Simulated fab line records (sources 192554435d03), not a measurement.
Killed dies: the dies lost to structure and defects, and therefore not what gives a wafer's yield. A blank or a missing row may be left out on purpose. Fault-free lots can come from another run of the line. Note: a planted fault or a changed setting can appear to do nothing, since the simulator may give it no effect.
A lot that was struck, set against a sound lot / flow n5-finfet / 19 out of 1938 route steps
Sound: these wafers, L676.1, L676.2, L676.4. Struck: wafer L678.4 (left out: L678.3, a lot-mate that was not struck); the cause follows at the end.
For every step that has rows: the tool of each side, followed by ch and its chambers, followed by its first start. Under that, the readings that differ: sound wafers / struck wafers / difference of the means / sigmas: that difference in standard deviations of wafers without a fault.
alike: a reading whose means differ by less than 2 such deviations, as well as words and numbers matching on both sides. not compared: withheld readings; readings where some wafer has no value; bounds like >300 that might hide an equal value; numbers whose values overlap and for which the record gives no deviation.
The two part at a step that has a row with sigmas, a row that says differs or no value, or rows on one side only. When numbers do not overlap yet have no deviation, they are printed without sigmas and do not part them. A reading that every wafer of one side lacks parts them only if that side has two wafers or more.

N5_BEOL_M1_INSPECT_30: inspects for defects (brightfield).
  sound on defect-inspect-01 at day 6 12:03; struck on defect-inspect-02 at day 7 03:16
  alike: raw-defect-count
then, 2 steps without rows for these wafers: N5_BEOL_M1_DESCUM_33 (chemistry O2, time 7 s); N5_BEOL_M1_ETCH_77 (etches underlayer in N2/H2, target depth 6.5 nm, time 5.2 s).
N5_BEOL_M1_ETCH_69: etches SiARC in CF4, target depth 15.6 nm, time 26 s.
  sound on rie-diel-04 ch 0,2,3, day 6 12:10; struck on rie-diel-06 ch 3, day 7 03:21
reading=rf-hours-counter-h (h); sound=35 168 151; struck=215; difference=+97; sigmas=
reading=showerhead-plenum-p-Torr (Torr); sound=2.11 2.13 2.23; struck=2.02; difference=-0.14; sigmas=-2
  alike: drypump-motor-current-A, etch-rf-on-time-s, mfc-ar-sccm, oes-product-au, rf-vpp-V, throttle-valve-pct
N5_BEOL_M1_ALD_98: deposits SiO2, target thk 2.5 nm, pulse time 1 s, co reactant pulse time 1 s.
  sound on ald-sin-03 ch 1,2,3, day 6 12:40; struck on ald-sin-01 ch 3, day 7 03:50
reading=precursor-pulse-height-rel; sound=0.990 1.025 0.991; struck=0.960; difference=-0.042; sigmas=-2
  alike: heater-power-w
then, 4 steps without rows for these wafers: N5_BEOL_M1_ETCHBACK_99 (etches SiO2 in CHF3, target depth 5 nm, time 10.4 s); N5_BEOL_M1_ETCH_70 (etches SOC in N2/H2, target depth 80 nm, overetch 16 nm, time 120 s); N5_BEOL_M1_STRIP_71 (strips in N2/H2); N5_BEOL_M1_STRIP_78 (strips in N2/H2).
N5_BEOL_M1_VIA_ETCH_34: etches the open film in C4F6/O2, target depth 67.8 nm, time 64.4 s.
  sound on rie-diel-03 ch 0,3, day 6 13:13; struck on rie-diel-03 ch 3, day 7 04:05
  alike: drypump-motor-current-A, mfc-ar-sccm, oes-product-au, rf-vpp-V, run-length-s, showerhead-plenum-p-Torr, throttle-valve-pct
  not compared: rf-hours-counter-h
then, 2 steps without rows for these wafers: N5_BEOL_M1_STRIP_83 (strips in C4F6/O2); N5_BEOL_M1_STRIP_36 (strips in N2/H2).
N5_BEOL_M1_TRENCH_ETCH_37: etches SiOC in C4F6/O2, target depth 55.207 nm, time 29 s.
  sound on rie-diel-03 ch 0,3, day 6 13:19; struck on rie-diel-03 ch 3, day 7 04:11
reading=run-length-s (s); sound=53.0 51.9 52.5; struck=43.4; difference=-9.1; sigmas=-23
reading=model.BEOL_M1.feature-depth-nm (nm); sound=56.6 57 56.4; struck=38.6; difference=-18.1; sigmas=
reading=model.etch.depth-nm (nm); sound=56.55 56.98 56.32; struck=38.65; difference=-17.97; sigmas=
reading=model.TiN_of_BEOL_M1_HM_DEP_02.thk-nm (nm); sound=17.6 17.4 17.8; struck=18.6; difference=+1.0; sigmas=
  alike: drypump-motor-current-A, mfc-ar-sccm, oes-product-au, rf-vpp-V, showerhead-plenum-p-Torr, throttle-valve-pct
  not compared: rf-hours-counter-h
N5_BEOL_M1_ETCH_41: etches SiCN in CH3F/O2, target depth 31.9 nm, time 57.8 s.
  sound: rie-diel-03 ch 0,3; struck: rie-diel-03 ch 3
  alike: drypump-motor-current-A, mfc-ar-sccm, oes-product-au, rf-vpp-V, run-length-s, showerhead-plenum-p-Torr, throttle-valve-pct
  not compared: rf-hours-counter-h
N5_BEOL_M1_STRIP_97: strips in N2/H2, time 10 s.
  sound: rie-diel-03 ch 0,3; struck: rie-diel-03 ch 3
  alike: drypump-motor-current-A, oes-product-au, rf-vpp-V, showerhead-plenum-p-Torr, throttle-valve-pct
  not compared: rf-hours-counter-h
N5_BEOL_M1_OCD_MEAS_38:
  sound on ocd-01 at day 6 13:28; struck on ocd-02 at day 7 04:21
reading=trench-depth-nm (nm); sound=56.7 56.6 55.8; struck=38.5; difference=-17.9; sigmas=-15
then, 1 step without rows for these wafers: N5_BEOL_M1_HM_STRIP_39 (strips TiN in peroxide tin strip, target depth 25 nm, time 158 s).
N5_BEOL_M4_RC_MEAS_101:
  sound on prober-01 ch 0, day 8 01:42; struck on prober-02 ch 0, day 8 10:48
reading=DIBL_N (mV/V); sound=34.6 36.4 35.3; struck=42.0; difference=+6.6; sigmas=+3
reading=IOFF_N (nA/um); sound=0.15 0.15 0.16; struck=0.25; difference=+0.10; sigmas=+2
reading=IOFF_P (nA/um); sound=0.22 0.22 0.23; struck=0.32; difference=+0.10; sigmas=+2
reading=SS_N (mV/dec); sound=72.0 71.5 71.6; struck=73.2; difference=+1.5; sigmas=+2
reading=SS_P (mV/dec); sound=72.6 72.3 73.0; struck=75.2; difference=+2.6; sigmas=+3
  alike: DIBL_P, ION_N, ION_P, VT_N, VT_P
-- a jump in the record: the struck wafers' starts before and after are 5 days apart (it breaks off in module BEOL_M4 and resumes in module PASSIVATION, where the first step shown is number 1936 of the route) --
N5_PASSIVATION_PROBE_49:
  record: rows for the struck wafers here (prober-02, day 12 22:53), none for the sound ones

## WHERE THEY PART
At N5_BEOL_M1_ETCH_69 first; at N5_PASSIVATION_PROBE_49 last (within this record only).

WHY: what had been put in by the simulator
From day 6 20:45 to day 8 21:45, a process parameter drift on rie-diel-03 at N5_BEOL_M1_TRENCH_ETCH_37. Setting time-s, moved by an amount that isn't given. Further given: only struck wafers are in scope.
